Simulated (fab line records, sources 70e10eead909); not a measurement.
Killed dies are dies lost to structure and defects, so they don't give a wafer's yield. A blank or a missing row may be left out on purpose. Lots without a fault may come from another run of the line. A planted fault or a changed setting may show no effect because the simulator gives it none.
A struck lot beside a sound one | flow nand_harc | 22 steps out of a route of 1302
Sound: wafers L258.1, L258.3, L258.6. Struck: wafer L267.2. (L267.1, L267.3 of the same lot were not struck and are left out.) The cause comes at the end.
At each step with rows: each side's tool, then ch and its chambers, then its first start. Under that, the readings that differ: sound wafers | struck wafers | difference of the means | sigmas: that difference in standard deviations of wafers without a fault.
alike: readings whose means differ by less than 2 such deviations, and words and numbers that are the same on both sides. not compared: withheld readings, readings that some wafer has no value for, bounds like >300 that may hide the same value, and numbers for which the record gives no deviation and whose values overlap.
The two part at a step that has a row with sigmas, a row that says differs or no value, or rows on one side only. Numbers that don't overlap but have no deviation are shown without sigmas and don't part them. A reading that every wafer of one side lacks parts them only if that side has two wafers or more.

first, 11 steps without rows for these wafers: NHARC_A_CHANNEL_HOLE_D2_DESCUM_15 (chemistry O2, time 3 s); NHARC_A_CHANNEL_HOLE_D2_ETCH_38 (etches the open film in CF4, target depth 39 nm, time 65 s); NHARC_A_CHANNEL_HOLE_D2_ETCH_39 (etches the open film in N2/H2, target depth 260 nm, time 325 s); NHARC_A_CHANNEL_HOLE_D2_ETCH_34 (etches the open film in CF4/CHF3, target depth 154 nm, time 77 s); NHARC_A_CHANNEL_HOLE_D2_ETCH_16 (etches the open film in O2/COS, target depth 3100 nm, time 806 s); NHARC_A_CHANNEL_HOLE_D2_ETCH_19 (etches the open film in C4F8/O2/Ar, time 34.5 s); NHARC_A_CHANNEL_HOLE_D2_ETCH_20 (etches the open film in C4F8/O2/Ar, time 361.9 s, target depth 1600 nm); NHARC_A_CHANNEL_HOLE_D2_ETCH_21 (etches the open film in C4F8/O2/Ar, time 514.3 s, target depth 1600 nm); NHARC_A_CHANNEL_HOLE_D2_ETCH_22 (etches the open film in C4F8/O2/Ar, time 666.7 s, target depth 1600 nm); NHARC_A_CHANNEL_HOLE_D2_ETCH_23 (etches the open film in C4F8/O2/Ar, time 819 s, target depth 1600 nm); NHARC_A_CHANNEL_HOLE_D2_ETCH_24 (etches the open film in C4F8/O2/Ar, time 906.2 s, target depth 1500 nm).
NHARC_A_CHANNEL_HOLE_D2_ETCH_25: etches the open film in C4F8/O2/Ar, time 1040.2 s, target depth 1500 nm.
  sound on har_etch-01 ch 0,1, day 18 14:29; struck on har_etch-01 ch 1, day 19 14:40
  alike: chamber_pressure_mTorr, drypump_motor_current_A, showerhead_plenum_p_Torr, throttle_valve_pct
  not compared: rf_hours_counter_h
then, 5 steps without rows for these wafers: NHARC_A_CHANNEL_HOLE_D2_ETCH_26 (etches the open film in C4F8/O2/Ar, time 224.1 s, target depth 300 nm); NHARC_A_CHANNEL_HOLE_D2_ETCH_27 (etches the open film in C4F8/O2/Ar, time 90 s, target depth 400 nm); NHARC_A_CHANNEL_HOLE_D2_STRIP_41 (strips in N2/H2); NHARC_A_CHANNEL_HOLE_D2_STRIP_42 (strips in CF4/CHF3); NHARC_A_CHANNEL_HOLE_D2_STRIP_43 (strips in O2/COS).
NHARC_A_CHANNEL_HOLE_D2_ETCH_44: etches the open film in CF4/O2, target depth 140 nm, overetch 14 nm, time 77 s.
  sound on rie_diel-11 ch 0,1,3, day 18 16:10; struck on rie_diel-05 ch 0, day 19 16:31
  reading                | sound                | struck | difference | sigmas
  throttle_valve_pct (%) | 13.398 13.394 13.404 | 13.369 | -0.030     | -3
  alike: chamber_pressure_mTorr, drypump_motor_current_A, oes_ar_750_au, oes_product_au, rf_vpp_V, showerhead_plenum_p_Torr
  not compared: rf_hours_counter_h, model.A_CHANNEL_HOLE_D2.cd_nm
then, 3 steps without rows for these wafers: NHARC_A_CHANNEL_HOLE_D2_STRIP_28 (strips in O2); NHARC_A_CHANNEL_HOLE_D2_PRECLEAN_29 (cleans in SC1); NHARC_A_CHANNEL_HOLE_D2_SRD_30.
NHARC_A_CHANNEL_HOLE_D2_XSEM_32:
  sound on xsem-02 ch 0, day 18 17:05; struck on xsem-02 ch 0
  alike: bot_cd_nm, tilt_deg
  not compared: bow_nm

WHERE THEY PART
Only at NHARC_A_CHANNEL_HOLE_D2_ETCH_44, within this record. Later steps at which nothing parts them and some readings are alike: NHARC_A_CHANNEL_HOLE_D2_XSEM_32.

WHY: what the simulator had put in
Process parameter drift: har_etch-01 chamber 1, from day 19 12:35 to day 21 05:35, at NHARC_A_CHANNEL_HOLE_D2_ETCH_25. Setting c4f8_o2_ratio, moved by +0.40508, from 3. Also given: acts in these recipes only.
